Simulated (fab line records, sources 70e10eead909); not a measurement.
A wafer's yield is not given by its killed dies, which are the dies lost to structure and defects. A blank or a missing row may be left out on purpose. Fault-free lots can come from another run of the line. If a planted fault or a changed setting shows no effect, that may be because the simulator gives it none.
Chamber matching    flow nand-harc    4 sister chambers for NHARC_A_CHANNEL_FILL_D1_CMP_10 on cmp-02
The step polishes, target thk 150 nm. 4 wafers are shown with their chamber, then 10 later ones without.

== WAFERS, EACH WITH ITS CHAMBER ==
wafer   chamber  motor-current-A (A)
L087.5  2        11.1
L089.5  1        11.9
L085.3  3        10.3
L085.4  0        12.6

== WAFERS MISSING THEIR CHAMBER ==
wafer   motor-current-A (A)
L085.5  12.0
L090.2  12.4
L090.4  10.9
L090.6  11.8
L092.2  9.4
L092.3  12.8
L092.6  10.1
L096.3  13.1
L096.4  10.2
L096.5  12.4

== THE CHAMBER EACH PASSED THROUGH ==
wafer   from the rows above           in truth
L085.5  can't be placed: 1 or 0       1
L090.2  can't be placed: 0 or 1       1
L090.4  can't be placed: 2 or 3       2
L090.6  can't be placed: 1 or 2 or 0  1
L092.2  3                             3
L092.3  can't be placed: 0 or 1       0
L092.6  3                             3
L096.3  can't be placed: 0 or 1       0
L096.4  3                             3
L096.5  can't be placed: 0 or 1       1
Placed correctly: 3 of 10. From these rows, 7 cannot be placed; in 7 the true chamber is one of the candidates. 0 placed wrongly.
How it was worked out, from the rows above alone: a wafer's distance from a chamber is the root of the sum, over the readings, of the square of ((its reading less the chamber's mean) divided by the reading's scatter). If the next closest chamber is less than 2 further off than the closest, the wafer can't be placed; otherwise it belongs to the closest. A chamber's mean is the mean of its shown wafers. The scatter (one wafer shown for each chamber): square how far every hidden wafer sits from the nearest shown wafer, average those squares and take the square root.
